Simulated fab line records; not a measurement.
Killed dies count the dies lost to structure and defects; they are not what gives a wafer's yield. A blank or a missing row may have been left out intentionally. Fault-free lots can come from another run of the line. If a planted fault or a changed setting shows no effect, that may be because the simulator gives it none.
fab line records | flow nandHarc
record: lots: 12 wafers: 36 lastDay: 33
route steps=1302 shown A_STAIRCASE@654 THIN_TSV@1261 END@1302
lots with no fault: from the same line, run without faults
startH: hours from the record's first day to the start of the lot's first wafer shown | waitH: how many hours have passed since the lot's step before this one | " as in the row above | L1.1+2: a single row standing in for several wafers | - value missing, or start not given | * or withheld: withheld | < > ~ a bound
route shown NAME@n: NAME is a module with steps in the file, n the number in the route of the first one | usual: the fault-free wafers' mean and standard deviation | same: alike in all rows | chamber/n: place in a boat | sites: per-site readings | _std_site: their standard deviation | _edge_site: outer sites' mean less inner sites' | radiusMm: for every site, how far away it sits from the centre of the wafer | mask NAME#n: copy n | behind: tool/chamber where the wafer was last shaped | hold: cause of the lot's hold/its duration in hours/its outcome | device: transistor that didn't switch, given as n, p or np | end of line: tests of these same wafers at the route's end | where a step has no rows: the recipe by itself | killed: count of dies lost to structure and defects at first sort (not the wafer's yield) | map: a wafer's dies, x killed, . not, _ none there
set.NAME: setting as actually run; set.NAME@STEP: the setting as run at that earlier step | model.NAME: the simulator's own value behind a step, which no gauge read
route steps across a sampled set of lots; one table per step, one row per wafer
services: from which hour (startH, from the record's first day; less than 0 if before it) a tool's chamber was out of use, for how many hours, and why
== steps ==
step: NHARC_A_STAIRCASE_STRIP_172
recipe: timeS: 900 tempC: 130 chemistry: SPM
usual: bathGuardTempC: 130.0/0.5
columns lot.wafer tool chamber startH waitH bathGuardTempC
L998.3 wetBench-03 3 371.71 0.2 130.4
L998.2 " 4 " " 129.7
L998.4 " 5 " " 129.3
L999.3 wetBench-05 7 381.77 0.2 130.1
L999.4 " 2 " " 130.4
L999.1 " 4 " " 129.6
L103.5 wetBench-06 4 406.56 0.1 129.9
L103.4 " 6 " " 128.7
L103.1 " 1 " " 130.3
L101.2 wetBench-03 5 409.83 0.3 129.5
L101.4 " 6 " " 129.1
L101.6 " 0 " " 129.8
L102.6 wetBench-05 6 413.49 0.1 130.5
L102.5 " 0 " " 130.5
L102.3 " 2 " " 131.0
L104.6 wetBench-05 5 427.31 0.1 130.2
L104.2 " 7 " " 130.3
L104.3 " 0 " " 130.4
L107.5 wetBench-06 3 462.95 0.1 130.9
L107.3 " 4 " " 130.4
L107.1 " 7 " " 130.5
L112.3 wetBench-03 7 508.12 0.2 129.9
L112.6 " 1 " " 129.8
L112.5 " 2 " " 129.8
L113.2 wetBench-05 2 515.71 0.3 130.8
L113.4 " 4 " " 129.5
L113.1 " 6 " " 130.2
L114.4 wetBench-05 0 528.92 0.2 130.8
L114.6 " 2 " " 131.0
L114.5 " 3 " " 129.9
L119.4 wetBench-06 3 563.93 0.2 130.7
L119.1 " 4 " " 130.4
L119.6 " 7 " " 130.4
L120.1 wetBench-03 2 588.39 0.3 130.1
L120.4 " 4 " " 129.5
L120.3 " 5 " " 129.3
step: NHARC_THIN_TSV_DESCUM_14
recipe: timeS: 3 o2FlowSccm: 200 arFlowSccm: 0 biasPowerW: 0 chemistry: O2
usual: drypumpMotorCurrentA: 5.7/0.43 oesProductAu: 1.003/0.015 rfVppV: 57.9/0.89 showerheadPlenumPTorr: 1.92/0.059 throttleValvePct: 11.312/0.0084
columns lot.wafer tool chamber startH waitH drypumpMotorCurrentA oesProductAu rfHoursCounterH rfVppV showerheadPlenumPTorr throttleValvePct
L999.1 rieDiel-11 3 557.68 - 5.5 1.014 7.1 59.5 2.04 11.313
L999.4 " 1 " " 4.9 0.986 7.0 57.6 1.97 11.318
L999.3 " 2 " " 6.6 1.003 5.1 58.3 1.87 11.308
L998.3 rieDiel-10 0 561.48 - 5.6 1.031 7.4 56.9 1.97 11.306
L998.2 " 1 " " 5.4 0.999 6.9 58.2 1.89 11.317
L998.4 " 2 " " 5.7 1.014 6.9 57.1 1.84 11.300
L103.4 rieDiel-07 3 603.76 - 5.3 1.006 7.3 57.8 1.93 11.318
L103.1 " 0 " " 6.0 1.011 6.8 56.9 1.83 11.310
L103.5 " 3 " " 5.4 1.011 - 58.5 1.93 11.312
L101.4 rieDiel-11 0 622.68 - 5.6 1.021 0.1 57.0 1.93 11.314
L101.2 " 1 " " 4.9 0.989 0.1 58.4 1.97 11.313
L101.6 " 3 " " 5.5 1.009 - 58.1 2.03 11.316
L102.3 rieDiel-07 2 623.75 - 5.9 1.000 9.1 57.1 1.89 11.303
L102.6 " 1 " " 5.2 1.014 - 56.8 1.90 11.315
L102.5 " 2 " " 5.9 1.014 - 59.2 1.89 11.320
L104.3 rieDiel-10 3 626.28 - 6.4 1.019 0.9 57.3 2.00 11.321
L104.2 " 1 " " 5.4 1.001 0.8 58.4 1.89 11.312
L104.6 " 1 " " 5.4 1.003 - 57.4 1.89 11.313
L107.1 rieDiel-10 2 649.54 - 5.7 1.010 0.8 58.4 1.84 11.318
L107.3 " 1 " " 5.4 0.981 1.9 58.3 1.89 11.307
L107.5 " 3 " " 6.4 1.004 - 59.4 2.00 11.313
L112.3 rieDiel-10 0 687.37 - 5.6 1.030 4.3 58.5 1.96 11.319
L112.6 " 1 " " 5.4 0.981 - 56.4 1.89 11.317
L112.5 " 2 " " 5.7 0.999 - 58.0 1.84 11.309
L113.1 rieDiel-10 3 710.84 - 6.4 1.006 5.2 58.4 2.00 11.312
L113.2 " 0 " " 5.6 1.014 5.1 58.9 1.96 11.296
L113.4 " 1 " " 5.4 0.989 4.7 55.9 1.89 11.292
L114.6 rieDiel-10 2 728.37 - 5.7 0.991 - 59.4 1.84 11.301
L114.4 " 0 " " 5.6 1.017 - 57.8 1.96 11.307
L114.5 " 1 " " 5.4 0.978 - 58.4 1.88 11.306
L119.1 rieDiel-10 0 769.36 - 5.6 1.020 8.9 57.4 1.96 11.315
L119.4 " 1 " " 5.4 0.962 8.2 58.9 1.88 11.318
L119.6 " 1 " " 5.4 0.983 - 58.3 1.88 11.291
L120.4 rieDiel-11 0 773.23 - 5.6 0.999 10.7 58.3 1.92 11.314
L120.1 " 1 " " 4.9 0.981 11.2 58.1 1.97 11.324
L120.3 " 2 " " 6.6 0.978 9.7 57.7 1.86 11.315
step: NHARC_THIN_TSV_PVD_51
recipe: targetThkA: 1000 chamberPressurePa: 5 material: Cu
usual: chamberPressurePa: 4.998/0.0091 throttleValvePct: 30.1/1.2
columns lot.wafer tool chamber startH waitH chamberPressurePa throttleValvePct
L999.4 pvdSputter-02 - - - 5.002 31.3
L999.1 " - " " 5.004 31.0
L999.3 " - " " 4.991 29.1
L998.4 pvdSputter-03 - - - 5.004 30.2
L998.3 " - " " 5.011 28.9
L998.2 " - " " 4.996 30.1
L103.4 pvdSputter-03 - - - 5.000 30.0
L103.1 " - " " 4.998 28.3
L103.5 " - " " 4.993 29.6
L101.2 pvdSputter-03 - - - 4.992 30.2
L101.4 " - " " 4.998 30.0
L101.6 " - " " 4.990 30.2
L102.3 pvdSputter-02 - - - 4.983 31.1
L102.5 " - " " 5.003 31.1
L102.6 " - " " 4.995 29.2
L104.2 pvdSputter-01 - - - 5.006 28.5
L104.3 " - " " 4.998 31.5
L104.6 " - " " 4.993 30.3
L107.3 pvdSputter-01 - - - 5.001 28.4
L107.1 " - " " 5.007 30.1
L107.5 " - " " 5.009 29.9
L112.3 pvdSputter-03 - - - 5.001 29.8
L112.5 " - " " 5.014 28.7
L112.6 " - " " 4.997 30.1
L113.4 pvdSputter-02 - - - 4.988 32.4
L113.1 " - " " 5.000 32.0
L113.2 " - " " 4.986 30.0
L114.4 pvdSputter-01 - - - 5.001 31.5
L114.6 " - " " 5.000 30.0
L114.5 " - " " 4.999 31.7
L119.1 pvdSputter-02 - - - 5.006 29.7
L119.4 " - " " 4.996 32.1
L119.6 " - " " 5.000 29.7
L120.1 pvdSputter-03 - - - 4.999 30.1
L120.3 " - " " 5.004 30.3
L120.4 " - " " 5.008 31.1
step: NHARC_THIN_TSV_DESCUM_35
recipe: timeS: 3 o2FlowSccm: 200 arFlowSccm: 0 biasPowerW: 0 chemistry: O2
usual: drypumpMotorCurrentA: 5.7/0.49 oesProductAu: 1.002/0.014 rfVppV: 57.8/0.8 showerheadPlenumPTorr: 1.92/0.06 throttleValvePct: 11.310/0.0092
columns lot.wafer tool chamber startH waitH drypumpMotorCurrentA oesProductAu rfHoursCounterH rfVppV showerheadPlenumPTorr throttleValvePct
L999.3 rieDiel-11 3 563.77 - 5.5 1.021 7.5 57.6 2.04 11.317
L999.1 " 0 " " 5.6 1.013 8.0 57.4 1.93 11.300
L999.4 " 1 " " 4.9 0.987 7.7 57.6 1.97 11.304
L998.2 rieDiel-10 3 567.35 - 6.4 0.996 8.2 57.9 2.00 11.307
L998.3 " 0 " " 5.6 1.033 8.2 57.7 1.97 11.316
L998.4 " 2 " " 5.6 1.013 7.4 56.7 1.84 11.318
L103.1 rieDiel-10 3 609.74 - 6.4 1.007 0.2 58.9 2.00 11.310
L103.4 " 3 " " 6.4 1.010 - 57.6 2.00 11.301
L103.5 " 1 " " 5.4 0.993 - 57.5 1.89 11.303
L101.2 rieDiel-10 0 628.69 - 5.6 1.027 1.4 58.3 1.96 11.308
L101.6 " 3 " " 6.4 1.002 - 58.4 2.00 11.318
L101.4 " 0 " " 5.6 1.010 - 59.0 1.97 11.307
L102.3 rieDiel-07 2 629.68 - 5.9 1.013 10.0 57.2 1.89 11.311
L102.5 " 3 " " 5.3 1.004 - 58.1 1.93 11.295
L102.6 " 0 " " 6.0 1.014 - 58.6 1.83 11.310
L104.2 rieDiel-11 2 632.21 - 6.6 0.996 0.9 59.2 1.87 11.311
L104.3 " 1 " " 4.9 0.997 1.0 57.9 1.97 11.308
L104.6 " 2 " " 6.6 0.998 - 57.7 1.87 11.293
L107.1 rieDiel-11 2 655.31 - 6.6 0.985 2.8 56.7 1.87 11.323
L107.3 " 0 " " 5.7 1.023 3.1 57.9 1.92 11.313
L107.5 " 2 " " 6.6 0.994 - 58.0 1.87 11.315
L112.3 rieDiel-07 2 693.27 - 5.9 1.009 2.1 57.8 1.89 11.299
L112.6 " 1 " " 5.2 0.996 - 57.4 1.90 11.304
L112.5 " 2 " " 5.9 0.996 - 57.7 1.88 11.299
L113.4 rieDiel-11 1 716.78 - 4.9 0.986 7.2 60.3 1.97 11.293
L113.1 " 2 " " 6.6 0.986 6.1 58.7 1.87 11.309
L113.2 " 3 " " 5.5 1.015 4.6 58.6 2.03 11.312
L114.4 rieDiel-10 0 734.63 - 5.6 1.015 7.3 58.5 1.96 11.324
L114.6 " 1 " " 5.4 0.977 - 57.9 1.88 11.333
L114.5 " 2 " " 5.7 0.992 - 57.5 1.84 11.317
L119.1 rieDiel-07 0 775.27 - 6.0 1.018 7.3 55.3 1.82 11.313
L119.4 " 1 " " 5.2 0.997 7.3 56.6 1.90 11.320
L119.6 " 3 " " 5.4 1.005 - 57.5 1.92 11.317
L120.3 rieDiel-07 1 778.97 - 5.2 0.987 7.3 57.3 1.90 11.316
L120.1 " 2 " " 5.9 1.019 6.8 57.4 1.88 11.312
L120.4 " 3 " " 5.3 1.007 8.5 57.0 1.92 11.311
step: NHARC_END_SORT_01
recipe: tempC: 25
usual: killedAtArray: 64/20 killedAtOther: 0.7/1.1 killedAtPeriphery: 3.6/2.7 killedDies: 68/20 killedOpen: 2.8/1.9 killedShort: 2.3/1.5
same: grossDies: 677
columns lot.wafer tool chamber startH waitH killedAtArray killedAtOther killedAtPeriphery killedDies killedOpen killedShort
L103.1 prober-01 0 619.43 2.5 45 1 3 49 1 3
L103.4 prober-01 0 621.82 3.4 44 3 3 50 5 1
L103.5 prober-01 0 622.62 3.7 48 4 1 53 1 1
L101.2 prober-02 0 638.52 2.8 49 2 4 55 2 2
L101.4 prober-02 0 640.12 3.4 56 3 5 64 3 3
L101.6 prober-02 0 641.73 4.0 54 3 1 58 1 1
L102.3 prober-01 0 647.07 3.1 53 3 6 62 3 3
L102.5 prober-01 0 648.68 3.7 60 2 1 63 7 4
L102.6 prober-01 0 649.48 4.0 61 3 4 68 4 2
L113.1 prober-01 0 725.65 2.5 148 0 6 154 4 0
L113.2 prober-01 0 726.44 2.8 144 0 3 147 0 2
L113.4 prober-01 0 728.03 3.4 158 1 7 166 4 1
L114.4 prober-01 0 748.42 3.4 128 0 3 131 3 2
L114.5 prober-01 0 749.22 3.7 145 3 8 156 9 3
L114.6 prober-01 0 750.02 4.0 124 1 4 129 1 0
L119.1 prober-01 0 784.89 2.5 65 1 2 68 5 3
L119.4 prober-01 0 787.26 3.4 60 1 3 64 3 5
L119.6 prober-01 0 788.84 4.0 59 0 2 61 3 2
L120.1 prober-01 0 792.63 2.5 55 1 4 60 4 3
L120.3 prober-01 0 794.22 3.1 51 1 5 57 3 4
L120.4 prober-01 0 795.02 3.4 51 1 4 56 6 1
killed by level:class
L103.1 A_SLIT:chamberFilmFlake=27 A_CHANNEL_HOLE_D2:chamberFilmFlake=8 A_CHANNEL_FILL_D2:geometricParticle:short=2 P_ZERO_WELL:chamberFilmFlake=2 A_CHANNEL_HOLE_D1:chamberFilmFlake=2 A_CHANNEL_FILL_D1:chamberFilmFlake=2 P_M1:geometricParticle:short=1 A_ONON_D2:geometricParticle:open=1
L103.4 A_SLIT:chamberFilmFlake=25 A_CHANNEL_HOLE_D2:chamberFilmFlake=8 A_CHANNEL_FILL_D1:chamberFilmFlake=3 THIN_TSV:chamberFilmFlake=3 P_M0:geometricParticle:open=2 A_CHANNEL_HOLE_D1:chamberFilmFlake=2 A_ONON_D1:geometricParticle:open=1 A_DECK1_JOINT:geometricParticle:open=1
L103.5 A_SLIT:chamberFilmFlake=31 A_CHANNEL_HOLE_D2:chamberFilmFlake=5 A_CHANNEL_HOLE_D1:chamberFilmFlake=4 THIN_TSV:chamberFilmFlake=3 A_CONTACT:chamberFilmFlake=2 A_SOURCE_PLATE:geometricParticle:short=1 A_WL_FILL:geometricParticle:open=1 P_ZERO_WELL:chamberFilmFlake=1
L101.2 A_CHANNEL_HOLE_D1:chamberFilmFlake=29 A_CHANNEL_HOLE_D2:chamberFilmFlake=13 A_CHANNEL_FILL_D1:chamberFilmFlake=2 A_CONTACT:chamberFilmFlake=2 THIN_TSV:chamberFilmFlake=2 P_CONTACT:geometricParticle:open=1 P_M0:geometricParticle:open=1 A_CHANNEL_FILL_D1:geometricParticle:short=1
L101.4 A_CHANNEL_HOLE_D1:chamberFilmFlake=25 A_CHANNEL_HOLE_D2:chamberFilmFlake=15 A_CHANNEL_FILL_D1:chamberFilmFlake=4 A_SLIT:chamberFilmFlake=3 THIN_TSV:chamberFilmFlake=3 P_GATE:chamberFilmFlake=2 A_STAIRCASE:chamberFilmFlake=2 A_CONTACT:chamberFilmFlake=2
L101.6 A_CHANNEL_HOLE_D1:chamberFilmFlake=33 A_CHANNEL_HOLE_D2:chamberFilmFlake=11 THIN_TSV:chamberFilmFlake=3 A_WL_FILL:chamberFilmFlake=2 A_CONTACT:chamberFilmFlake=2 A_M1:chamberFilmFlake=2 A_CHANNEL_FILL_D2:geometricParticle:short=1 A_CONTACT:geometricParticle:open=1
L102.3 A_CHANNEL_HOLE_D1:chamberFilmFlake=31 A_CHANNEL_HOLE_D2:chamberFilmFlake=9 A_CONTACT:chamberFilmFlake=5 P_M1:chamberFilmFlake=4 A_ZERO_WELL:chamberFilmFlake=2 THIN_TSV:chamberFilmFlake=2 P_STI:geometricParticle:open=1 A_CHANNEL_FILL_D1:geometricParticle:short=1
L102.5 A_CHANNEL_HOLE_D1:chamberFilmFlake=32 A_CHANNEL_HOLE_D2:chamberFilmFlake=12 A_CONTACT:chamberFilmFlake=4 A_SLIT:chamberFilmFlake=3 A_WL_FILL:geometricParticle:open=2 A_M0:geometricParticle:open=2 P_M0:geometricParticle:open=1 A_DECK1_JOINT:geometricParticle:short=1
L102.6 A_CHANNEL_HOLE_D1:chamberFilmFlake=35 A_CHANNEL_HOLE_D2:chamberFilmFlake=10 A_CONTACT:chamberFilmFlake=6 THIN_TSV:chamberFilmFlake=3 A_ZERO_WELL:chamberFilmFlake=2 A_CHANNEL_FILL_D1:chamberFilmFlake=2 P_M0:geometricParticle:open=1 P_M0:geometricParticle:short=1
L113.1 A_STAIRCASE:unspecified=69 A_CHANNEL_HOLE_D1:chamberFilmFlake=39 A_SLIT:chamberFilmFlake=32 A_CONTACT:chamberFilmFlake=3 P_STI:chamberFilmFlake=2 P_GATE:chamberFilmFlake=2 P_M0:geometricParticle:open=1 A_ONON_D1:geometricParticle:open=1
L113.2 A_STAIRCASE:unspecified=64 A_CHANNEL_HOLE_D1:chamberFilmFlake=42 A_SLIT:chamberFilmFlake=26 A_STAIRCASE:chamberFilmFlake=5 A_CONTACT:chamberFilmFlake=4 A_ONON_D1:geometricParticle:short=1 A_SGD_CUT:geometricParticle:short=1 P_STI:chamberFilmFlake=1
L113.4 A_STAIRCASE:unspecified=85 A_CHANNEL_HOLE_D1:chamberFilmFlake=35 A_SLIT:chamberFilmFlake=28 A_CONTACT:chamberFilmFlake=7 P_CONTACT:chamberFilmFlake=5 P_M0:geometricParticle:open=1 A_CHANNEL_FILL_D1:geometricParticle:open=1 A_CHANNEL_FILL_D2:geometricParticle:open=1
L114.4 A_STAIRCASE:unspecified=70 A_CHANNEL_HOLE_D2:chamberFilmFlake=15 A_CONTACT:chamberFilmFlake=14 A_CHANNEL_HOLE_D1:chamberFilmFlake=11 A_SLIT:chamberFilmFlake=8 A_STAIRCASE:chamberFilmFlake=4 A_CHANNEL_FILL_D2:geometricParticle:open=2 P_GATE:chamberFilmFlake=2
L114.5 A_STAIRCASE:unspecified=64 A_CHANNEL_HOLE_D2:chamberFilmFlake=34 A_CHANNEL_HOLE_D1:chamberFilmFlake=33 A_CONTACT:chamberFilmFlake=5 HYBRID_BOND:chamberFilmFlake=3 P_M0:geometricParticle:open=2 A_WL_FILL:geometricParticle:open=2 P_GATE:chamberFilmFlake=2
L114.6 A_STAIRCASE:unspecified=53 A_CHANNEL_HOLE_D2:chamberFilmFlake=32 A_CHANNEL_HOLE_D1:chamberFilmFlake=27 A_CONTACT:chamberFilmFlake=6 A_SLIT:chamberFilmFlake=4 P_STI:chamberFilmFlake=2 A_STAIRCASE:chamberFilmFlake=2 STARTING-WAFER:geometricParticle:open=1
L119.1 A_CHANNEL_HOLE_D2:chamberFilmFlake=32 A_CHANNEL_HOLE_D1:chamberFilmFlake=18 A_SLIT:chamberFilmFlake=6 P_M0:geometricParticle:open=2 A_WL_FILL:geometricParticle:short=2 A_CHANNEL_FILL_D1:chamberFilmFlake=2 A_ONON_D1:geometricParticle:open=1 A_DECK1_JOINT:geometricParticle:open=1
L119.4 A_CHANNEL_HOLE_D2:chamberFilmFlake=19 A_CHANNEL_HOLE_D1:chamberFilmFlake=15 A_SLIT:chamberFilmFlake=9 A_CHANNEL_FILL_D1:chamberFilmFlake=5 A_STAIRCASE:chamberFilmFlake=4 P_M2:geometricParticle:open=2 A_WL_FILL:chamberFilmFlake=2 A_ONON_D1:geometricParticle:short=1
L119.6 A_CHANNEL_HOLE_D2:chamberFilmFlake=25 A_CHANNEL_HOLE_D1:chamberFilmFlake=11 A_SLIT:chamberFilmFlake=10 A_CHANNEL_FILL_D1:chamberFilmFlake=4 A_STAIRCASE:chamberFilmFlake=2 P_CONTACT:geometricParticle:open=1 A_CHANNEL_FILL_D1:geometricParticle:short=1 A_CHANNEL_FILL_D2:geometricParticle:short=1
L120.1 A_SLIT:chamberFilmFlake=37 A_CONTACT:chamberFilmFlake=8 P_M2:chamberFilmFlake=4 A_SGD_CUT:geometricParticle:short=2 A_DECK1_JOINT:geometricParticle:open=1 A_CHANNEL_FILL_D2:geometricParticle:open=1 A_SGD_CUT:geometricParticle:open=1 A_WL_FILL:geometricParticle:short=1
L120.3 A_SLIT:chamberFilmFlake=37 A_CONTACT:chamberFilmFlake=5 A_CHANNEL_HOLE_D2:chamberFilmFlake=3 P_M2:chamberFilmFlake=2 P_GATE:geometricParticle:open=1 P_M0:geometricParticle:short=1 P_M1:geometricParticle:short=1 A_ONON_D1:geometricParticle:open=1
L120.4 A_SLIT:chamberFilmFlake=36 P_M2:chamberFilmFlake=3 A_CONTACT:chamberFilmFlake=3 A_M1:geometricParticle:open=2 A_CHANNEL_FILL_D1:chamberFilmFlake=2 P_M1:geometricParticle:open=1 A_ONON_D1:geometricParticle:open=1 A_CHANNEL_FILL_D1:geometricParticle:open=1
== services ==
columns tool chamber startH hours kind
pvdSputter-03 - 369.43 10.0 pm
wetBench-05 - 388.83 3.2 repair
rieDiel-11 1 392.60 3.8 repair
pvdSputter-03 - 406.40 9.3 repair
rieDiel-10 - 419.50 9.0 pm
rieDiel-11 - 432.50 9.0 pm
wetBench-05 - 436.80 8.0 pm
rieDiel-07 - 471.20 9.0 pm
rieDiel-11 2 472.17 13.9 repair
rieDiel-11 - 498.38 18.5 repair
rieDiel-11 2 520.48 8.3 repair
rieDiel-10 - 534.92 1.6 repair
rieDiel-11 2 550.39 5.2 repair
rieDiel-10 3 585.46 3.2 repair
rieDiel-11 3 593.15 1.6 repair
rieDiel-10 - 596.50 9.0 pm
rieDiel-11 - 609.50 9.0 pm
rieDiel-10 2 621.59 7.9 repair
rieDiel-07 - 648.20 9.0 pm
rieDiel-07 2 702.83 16.4 repair
rieDiel-11 3 708.37 4.5 repair
rieDiel-10 3 716.70 12.4 repair
rieDiel-10 - 773.50 9.0 pm
rieDiel-07 - 775.81 1.4 repair
== key ==
firstSign: step: NHARC_END_SORT_01 reading: killedDies direction: up sigmas: 4 usual: 68 struck: 147
effect: step: NHARC_END_SORT_01 reading: killedAtArray direction: up sigmas: 3.9 usual: 64 struck: 141
moreKillsBornAt: NHARC_A_STAIRCASE_STRIP_172@wetBench-05: 405
metAt NHARC_A_STAIRCASE_STRIP_172
struckLots L113,L114
testerLeftOut L113,L114
notActingAt NHARC_THIN_TSV_DESCUM_14,NHARC_THIN_TSV_PVD_51,NHARC_THIN_TSV_DESCUM_35
onsetBetween 427.31 515.71
fault: kind: chamberParticleSource tool: wetBench-05 chamber: - onsetH: 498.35 steps: NHARC_A_STAIRCASE_STRIP_172 ratePerVisitCm2: 1.2786 endH: 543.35
testerLeftOut: of these lots the tester's yield and bins aren't shown, on N5 and GAA mostly nor the transistor test; their killed dies are dies lost to structure and defects alone, not to doping, threshold or leakage, so they don't give the yield
